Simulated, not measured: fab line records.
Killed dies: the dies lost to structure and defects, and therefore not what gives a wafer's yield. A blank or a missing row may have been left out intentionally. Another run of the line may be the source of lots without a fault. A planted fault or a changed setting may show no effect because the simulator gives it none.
fab line records + flow n5-finfet
record
- lots=11
- wafers=33
- last-day=18
route steps=1938 shown BEOL_M4@1102 BEOL_M5@1113
lots with no fault: from the same line, run without faults
start-h: hours from the record's first day to the start of the lot's first wafer shown + wait-h: hours since the lot's step before + " same as the row above + L1.1+2: one row covering several wafers at once + - value missing, or start not given + * or withheld: withheld + < > ~ a bound
route shown NAME@n: NAME is a module with steps in the file, n the number in the route of the first one + usual: mean/standard deviation taken from wafers without a fault + same: alike in all rows + chamber/n: place in a boat + sites: readings site by site + _std_site: standard deviation of those values + _edge_site: outer sites' mean less inner sites' + radius-mm: how far each site lies from the wafer's centre + mask NAME#n: copy n + behind: the last tool/chamber to shape the wafer + hold: why the lot was held/for how many hours/how that ended + device: whichever transistor did not switch (one of n, p or np) + end of line: the same wafers' tests at the end of the route + step lacking rows: just its recipe + killed: dies that structure and defects cost at the first sort, which is not the same as the wafer's yield + map: a wafer's dies, x killed, . not, _ none there
set.NAME: the setting the step ran with; set.NAME@STEP: the setting that earlier step ran with + model.NAME: the simulator's own value behind a step, which no gauge read
route steps across a sampled set of lots; one table per step, one row per wafer
services: the hour from which a tool's chamber was out of use, counted from the record's first day as start-h (under 0 if before that day), plus the number of hours and why
## steps
# step N5_BEOL_M4_ANNEAL_51
# recipe
- temp-c=225
- time-s=90
- ambient=N2
# usual
- wafer_temp_C_max=225.85/0.24
| lot.wafer | tool          | chamber | start-h | wait-h | wafer_temp_C_max |
|-----------|---------------|---------|---------|--------|------------------|
| L292.1    | rtp-anneal-02 | 0       | 182.42  | 0.2    | 225.92           |
| L292.3    | "             | 0       | "       | "      | 225.75           |
| L292.5    | "             | 0       | "       | "      | 225.72           |
| L293.3    | rtp-anneal-01 | 0       | 182.55  | 0.1    | 225.97           |
| L293.4    | "             | 0       | "       | "      | 226.07           |
| L293.6    | "             | 0       | "       | "      | 226.04           |
| L294.1    | rtp-anneal-02 | 0       | 196.99  | 0.1    | 226.14           |
| L294.3    | "             | 0       | "       | "      | 225.83           |
| L294.6    | "             | 0       | "       | "      | 225.82           |
| L295.1    | rtp-anneal-02 | 0       | 197.39  | 0.1    | 226.09           |
| L295.3    | "             | 0       | "       | "      | 225.46           |
| L295.5    | "             | 0       | "       | "      | 225.92           |
| L296.2    | rtp-anneal-01 | 0       | 199.93  | 0.2    | 226.03           |
| L296.4    | "             | 0       | "       | "      | 226.01           |
| L296.5    | "             | 0       | "       | "      | 225.55           |
| L298.1    | rtp-anneal-02 | 0       | 201.54  | 0.1    | 225.46           |
| L298.2    | "             | 0       | "       | "      | 225.70           |
| L298.6    | "             | 0       | "       | "      | 225.67           |
| L297.3    | rtp-anneal-02 | 0       | 203.32  | 0.1    | 225.96           |
| L297.4    | "             | 0       | "       | "      | 225.84           |
| L297.6    | "             | 0       | "       | "      | 225.90           |
| L302.1    | rtp-anneal-01 | 0       | 229.78  | 0.2    | 225.94           |
| L302.3    | "             | 0       | "       | "      | 225.97           |
| L302.4    | "             | 0       | "       | "      | 225.92           |
| L307.2    | rtp-anneal-01 | 0       | 259.64  | 0.1    | 225.81           |
| L307.4    | "             | 0       | "       | "      | 225.64           |
| L307.6    | "             | 0       | "       | "      | 225.44           |
| L308.1    | rtp-anneal-02 | 0       | 277.82  | 0.1    | 225.42           |
| L308.5    | "             | 0       | "       | "      | 225.54           |
| L308.6    | "             | 0       | "       | "      | 225.52           |
| L315.1    | rtp-anneal-01 | 0       | 325.07  | 0.1    | 226.14           |
| L315.4    | "             | 0       | "       | "      | 225.89           |
| L315.5    | "             | 0       | "       | "      | 226.13           |
# step N5_BEOL_M4_CO_CAP_55
# recipe
- material=Co
- target-thk-a=20
- temp-c=200
- precursor=CCTBA/H2
- pressure-torr=30
- time-s=102.1
# usual
- heater-power-w=246/32
- run-length-s=125.1/0.71
| lot.wafer | tool      | chamber | start-h | wait-h | heater-power-w | run-length-s |
|-----------|-----------|---------|---------|--------|----------------|--------------|
| L292.1    | cvd-co-01 | 1       | 183.24  | 0.0    | 220            | 126.2        |
| L292.3    | "         | 2       | "       | "      | 232            | 125.1        |
| L292.5    | "         | 2       | "       | "      | 226            | 124.7        |
| L293.3    | cvd-co-01 | 2       | 183.36  | 0.0    | 235            | 124.8        |
| L293.4    | "         | 0       | "       | "      | 292            | 124.9        |
| L293.6    | "         | 2       | "       | "      | 232            | 124.7        |
| L294.1    | cvd-co-02 | 0       | 197.73  | 0.0    | 204            | 125.4        |
| L294.3    | "         | 1       | "       | "      | 286            | 123.7        |
| L294.6    | "         | 0       | "       | "      | 205            | 125.6        |
| L295.1    | cvd-co-02 | 2       | 198.06  | 0.0    | 251            | 125.7        |
| L295.3    | "         | 1       | "       | "      | 284            | 124.1        |
| L295.5    | "         | 2       | "       | "      | 239            | 125.3        |
| L296.2    | cvd-co-01 | 2       | 200.55  | 0.0    | 230            | 124.7        |
| L296.4    | "         | 2       | "       | "      | 237            | 124.9        |
| L296.5    | "         | 1       | "       | "      | 219            | 126.3        |
| L298.1    | cvd-co-01 | 2       | 202.22  | 0.0    | 236            | 124.9        |
| L298.2    | "         | 1       | "       | "      | 221            | 126.2        |
| L298.6    | "         | 2       | "       | "      | 233            | 125.3        |
| L297.3    | cvd-co-01 | 0       | 203.90  | 0.0    | 291            | 124.5        |
| L297.4    | "         | 1       | "       | "      | 222            | 125.6        |
| L297.6    | "         | 0       | "       | "      | 281            | 124.4        |
| L302.1    | cvd-co-02 | 2       | 230.45  | 0.0    | 249            | 125.3        |
| L302.3    | "         | 0       | "       | "      | 203            | 125.2        |
| L302.4    | "         | 0       | "       | "      | 206            | 125.5        |
| L307.2    | cvd-co-02 | 2       | 260.41  | 0.0    | 245            | 158.9        |
| L307.4    | "         | 0       | "       | "      | 202            | 125.4        |
| L307.6    | "         | 2       | "       | "      | 245            | 159.2        |
| L308.1    | cvd-co-02 | 1       | 278.60  | 0.0    | 289            | 123.8        |
| L308.5    | "         | 1       | "       | "      | 289            | 124.2        |
| L308.6    | "         | 2       | "       | "      | 243            | 158.9        |
| L315.1    | cvd-co-01 | 0       | 325.77  | 0.0    | 286            | 124.6        |
| L315.4    | "         | 1       | "       | "      | 220            | 125.7        |
| L315.5    | "         | 2       | "       | "      | 235            | 125.2        |
# step N5_BEOL_M4_INSPECT_59
# recipe
- inspect-instrument=darkfield
- mode=post-dep
# usual
- raw-defect-count=80/30
| lot.wafer | tool              | chamber | start-h | wait-h | raw-defect-count |
|-----------|-------------------|---------|---------|--------|------------------|
| L292.1    | defect-inspect-02 | -       | 183.46  | 0.0    | 60               |
| L292.3    | "                 | -       | "       | "      | 159              |
| L292.5    | "                 | -       | "       | "      | 101              |
| L293.3    | defect-inspect-01 | -       | 183.57  | 0.0    | 62               |
| L293.4    | "                 | -       | "       | "      | 90               |
| L293.6    | "                 | -       | "       | "      | 84               |
| L294.1    | defect-inspect-01 | -       | 197.94  | 0.0    | 63               |
| L294.3    | "                 | -       | "       | "      | 62               |
| L294.6    | "                 | -       | "       | "      | 87               |
| L295.1    | defect-inspect-02 | -       | 198.27  | 0.0    | 83               |
| L295.3    | "                 | -       | "       | "      | 87               |
| L295.5    | "                 | -       | "       | "      | 80               |
| L296.2    | defect-inspect-02 | -       | 200.76  | 0.0    | 66               |
| L296.4    | "                 | -       | "       | "      | 64               |
| L296.5    | "                 | -       | "       | "      | 96               |
| L298.1    | defect-inspect-02 | -       | 202.43  | 0.0    | 77               |
| L298.2    | "                 | -       | "       | "      | 113              |
| L298.6    | "                 | -       | "       | "      | 70               |
| L297.3    | defect-inspect-01 | -       | 204.11  | 0.0    | 163              |
| L297.4    | "                 | -       | "       | "      | 123              |
| L297.6    | "                 | -       | "       | "      | 77               |
| L302.1    | defect-inspect-02 | -       | 230.65  | 0.0    | 132              |
| L302.3    | "                 | -       | "       | "      | 103              |
| L302.4    | "                 | -       | "       | "      | 81               |
| L307.2    | defect-inspect-01 | -       | 260.62  | 0.0    | 112              |
| L307.4    | "                 | -       | "       | "      | 70               |
| L307.6    | "                 | -       | "       | "      | 81               |
| L308.1    | defect-inspect-01 | -       | 278.81  | 0.0    | 64               |
| L308.5    | "                 | -       | "       | "      | 64               |
| L308.6    | "                 | -       | "       | "      | 83               |
| L315.1    | defect-inspect-02 | -       | 326.01  | 0.0    | 79               |
| L315.4    | "                 | -       | "       | "      | 69               |
| L315.5    | "                 | -       | "       | "      | 53               |
# step N5_BEOL_M4_RC_MEAS_101
# usual
- DIBL_N=35.4/2.1
- DIBL_P=34.8/2.6
- IOFF_N=0.15/0.037
- IOFF_P=0.19/0.037
- ION_N=677/16
- ION_P=462/9.3
- SS_N=71.4/0.75
- SS_P=72.9/0.77
- VT_N=250/3.7
- VT_P=-251/3.5
| lot.wafer | tool      | chamber | start-h | wait-h | DIBL_N[mV/V] | DIBL_P[mV/V] | IOFF_N[nA/um] | IOFF_P[nA/um] | ION_N[uA/um] | ION_P[uA/um] | SS_N[mV/dec] | SS_P[mV/dec] | VT_N[mV] | VT_P[mV] |
|-----------|-----------|---------|---------|--------|--------------|--------------|---------------|---------------|--------------|--------------|--------------|--------------|----------|----------|
| L292.1    | prober-01 | 0       | 183.49  | 0.0    | 35.6         | 34.3         | 0.13          | 0.14          | 654          | 441          | 71.5         | 72.4         | 255      | -257     |
| L292.3    | "         | 0       | "       | "      | 39.3         | 38.9         | 0.22          | 0.20          | 684          | 455          | 73.0         | 73.8         | 247      | -256     |
| L292.5    | "         | 0       | "       | "      | 37.9         | 37.1         | 0.19          | 0.18          | 686          | 455          | 72.5         | 73.3         | 249      | -254     |
| L293.3    | prober-02 | 0       | 183.90  | 0.3    | 34.8         | 32.0         | 0.13          | 0.19          | 679          | 472          | 70.9         | 72.6         | 250      | -248     |
| L293.4    | "         | 0       | "       | "      | 35.0         | 32.7         | 0.14          | 0.20          | 682          | 478          | 71.0         | 72.5         | 249      | -250     |
| L293.6    | "         | 0       | "       | "      | 33.1         | 30.1         | 0.11          | 0.17          | 672          | 470          | 70.0         | 72.6         | 253      | -251     |
| L294.1    | prober-01 | 0       | 197.97  | 0.0    | 35.3         | 35.4         | 0.15          | 0.19          | 690          | 464          | 71.8         | 73.3         | 245      | -253     |
| L294.3    | "         | 0       | "       | "      | 36.9         | 36.0         | 0.16          | 0.18          | 677          | 453          | 71.4         | 72.7         | 250      | -255     |
| L294.6    | "         | 0       | "       | "      | 31.4         | 29.3         | 0.09          | 0.12          | 657          | 449          | 70.0         | 71.3         | 256      | -259     |
| L295.1    | prober-02 | 0       | 198.45  | 0.2    | 34.7         | 35.4         | 0.15          | 0.18          | 697          | 463          | 70.7         | 72.6         | 249      | -256     |
| L295.3    | "         | 0       | "       | "      | 31.1         | 31.0         | 0.09          | 0.13          | 665          | 461          | 70.3         | 71.1         | 256      | -256     |
| L295.5    | "         | 0       | "       | "      | 35.3         | 35.7         | 0.14          | 0.19          | 679          | 464          | 71.1         | 72.5         | 249      | -252     |
| L296.2    | prober-02 | 0       | 200.94  | 0.2    | 39.0         | 37.7         | 0.24          | 0.23          | 679          | 456          | 72.0         | 74.2         | 245      | -248     |
| L296.4    | "         | 0       | "       | "      | 32.9         | 31.1         | 0.12          | 0.15          | 672          | 463          | 70.8         | 72.4         | 255      | -252     |
| L296.5    | "         | 0       | "       | "      | 37.2         | 35.9         | 0.20          | 0.21          | 688          | 465          | 72.7         | 73.9         | 245      | -248     |
| L298.1    | prober-01 | 0       | 202.96  | 0.5    | 34.8         | 33.8         | 0.13          | 0.16          | 664          | 456          | 71.1         | 73.1         | 251      | -257     |
| L298.2    | "         | 0       | "       | "      | 37.2         | 36.0         | 0.16          | 0.18          | 678          | 457          | 71.7         | 73.2         | 248      | -253     |
| L298.6    | "         | 0       | "       | "      | 34.0         | 32.3         | 0.12          | 0.13          | 660          | 448          | 70.9         | 71.5         | 255      | -257     |
| L297.3    | prober-02 | 0       | 204.45  | 0.3    | 35.6         | 35.9         | 0.15          | 0.20          | 677          | 461          | 71.1         | 73.5         | 253      | -249     |
| L297.4    | "         | 0       | "       | "      | 33.2         | 32.4         | 0.11          | 0.14          | 669          | 459          | 70.3         | 71.7         | 255      | -254     |
| L297.6    | "         | 0       | "       | "      | 32.8         | 32.0         | 0.11          | 0.15          | 647          | 454          | 71.4         | 72.9         | 253      | -253     |
| L302.1    | prober-01 | 0       | 231.34  | 0.7    | 36.0         | 34.6         | 0.13          | 0.21          | 649          | 450          | 71.0         | 73.0         | 250      | -251     |
| L302.3    | "         | 0       | "       | "      | 36.2         | 34.6         | 0.15          | 0.20          | 677          | 466          | 71.3         | 73.2         | 246      | -252     |
| L302.4    | "         | 0       | "       | "      | 37.3         | 35.1         | 0.15          | 0.19          | 661          | 450          | 71.3         | 72.4         | 249      | -251     |
| L307.2    | prober-02 | 0       | 260.80  | 0.2    | 38.6         | 39.2         | 0.20          | 0.24          | 681          | 474          | 72.1         | 73.5         | 248      | -249     |
| L307.4    | "         | 0       | "       | "      | 33.9         | 33.0         | 0.12          | 0.15          | 668          | 460          | 71.0         | 72.4         | 252      | -255     |
| L307.6    | "         | 0       | "       | "      | 39.1         | 38.8         | 0.18          | 0.23          | 672          | 464          | 71.7         | 73.8         | 251      | -251     |
| L308.1    | prober-01 | 0       | 278.83  | 0.0    | 37.6         | 37.1         | 0.17          | 0.22          | 678          | 467          | 71.9         | 73.8         | 248      | -246     |
| L308.5    | "         | 0       | "       | "      | 35.6         | 36.4         | 0.13          | 0.20          | 662          | 464          | 71.2         | 72.4         | 254      | -250     |
| L308.6    | "         | 0       | "       | "      | 38.4         | 37.6         | 0.22          | 0.24          | 669          | 460          | 72.4         | 73.7         | 249      | -248     |
| L315.1    | prober-02 | 0       | 326.03  | 0.0    | 38.0         | 40.0         | 0.22          | 0.26          | 710          | 477          | 72.6         | 73.7         | 242      | -247     |
| L315.4    | "         | 0       | "       | "      | 36.1         | 37.1         | 0.18          | 0.23          | 701          | 476          | 71.7         | 73.3         | 247      | -250     |
| L315.5    | "         | 0       | "       | "      | 36.0         | 36.9         | 0.17          | 0.21          | 689          | 467          | 71.4         | 73.6         | 246      | -250     |
# step N5_BEOL_M5_CURE_79
# recipe
- temp-c=385
- time-s=240
- ambient=He/Ar
- material=SiCOH_lowk
# usual
- lamp-power-pct=52.31/0.059
- wafer_temp_C_max=386.9/0.54
| lot.wafer | tool       | chamber | start-h | wait-h | lamp-power-pct | wafer_temp_C_max |
|-----------|------------|---------|---------|--------|----------------|------------------|
| L292.1    | uv-cure-01 | 1       | 184.52  | 0.0    | 52.29          | 386.5            |
| L292.3    | "          | 1       | "       | "      | 52.24          | 387.1            |
| L292.5    | "          | 1       | "       | "      | 52.34          | 386.6            |
| L293.3    | uv-cure-02 | 0       | 184.77  | 0.2    | 52.35          | 386.9            |
| L293.4    | "          | 0       | "       | "      | 52.37          | 386.5            |
| L293.6    | "          | 0       | "       | "      | 52.27          | 386.9            |
| L294.1    | uv-cure-01 | 1       | 199.00  | 0.0    | 52.34          | 386.6            |
| L294.3    | "          | 1       | "       | "      | 52.34          | 386.8            |
| L294.6    | "          | 1       | "       | "      | 52.38          | 386.9            |
| L295.1    | uv-cure-03 | 0       | 199.48  | 0.0    | 52.29          | 387.6            |
| L295.3    | "          | 0       | "       | "      | 52.27          | 386.7            |
| L295.5    | "          | 0       | "       | "      | 52.36          | 386.8            |
| L296.2    | uv-cure-01 | 1       | 201.90  | 0.1    | 52.33          | 386.4            |
| L296.4    | "          | 1       | "       | "      | 52.24          | 386.9            |
| L296.5    | "          | 1       | "       | "      | 52.26          | 386.4            |
| L298.1    | uv-cure-03 | 1       | 203.99  | 0.0    | 52.32          | 387.3            |
| L298.2    | "          | 1       | "       | "      | 52.33          | 387.0            |
| L298.6    | "          | 1       | "       | "      | 52.38          | 386.8            |
| L297.3    | uv-cure-03 | 0       | 205.33  | 0.2    | 52.32          | 386.3            |
| L297.4    | "          | 0       | "       | "      | 52.23          | 386.4            |
| L297.6    | "          | 0       | "       | "      | 52.23          | 387.3            |
| L302.1    | uv-cure-03 | 1       | 232.36  | 0.0    | 52.29          | 386.3            |
| L302.3    | "          | 1       | "       | "      | 52.34          | 386.5            |
| L302.4    | "          | 1       | "       | "      | 52.39          | 385.9            |
| L307.2    | uv-cure-01 | 0       | 261.76  | 0.1    | 52.37          | 387.1            |
| L307.4    | "          | 0       | "       | "      | 52.35          | 387.1            |
| L307.6    | "          | 0       | "       | "      | 52.34          | 386.7            |
| L308.1    | uv-cure-02 | 1       | 279.86  | 0.0    | 52.38          | 386.9            |
| L308.5    | "          | 1       | "       | "      | 52.30          | 386.3            |
| L308.6    | "          | 1       | "       | "      | 52.27          | 386.1            |
| L315.1    | uv-cure-01 | 2       | 327.08  | 0.1    | 52.38          | 387.7            |
| L315.4    | "          | 2       | "       | "      | 52.18          | 387.8            |
| L315.5    | "          | 2       | "       | "      | 52.35          | 389.4            |
## services
| tool       | chamber | start-h | hours | kind   |
|------------|---------|---------|-------|--------|
| uv-cure-03 | -       | 178.85  | 7.5   | pm     |
| uv-cure-03 | -       | 186.40  | 2.1   | pm     |
| uv-cure-02 | -       | 267.85  | 9.5   | repair |
| uv-cure-03 | -       | 280.33  | 3.0   | repair |
| uv-cure-01 | -       | 298.16  | 1.0   | pm     |
| uv-cure-02 | -       | 318.10  | 1.0   | pm     |
## key
first-sign
- step=N5_BEOL_M4_CO_CAP_55
- reading=run-length-s
- direction=up
- sigmas=48
- usual=*
- struck=*
effect none on later readings
met-at N5_BEOL_M4_CO_CAP_55
struck-lots L307,L308
struck-wafers L307.2,L307.6,L308.6
not-acting-at N5_BEOL_M4_ANNEAL_51,N5_BEOL_M4_INSPECT_59,N5_BEOL_M5_CURE_79
onset-between 230.45 260.41
fault
- kind=process-parameter-drift
- tool=cvd-co-02
- chamber=2
- onset-h=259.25
- steps=N5_BEOL_M4_CO_CAP_55
- channel=time-s
- offset=*
- shape=step
- end-h=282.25
- acts-in=*
- stated=*
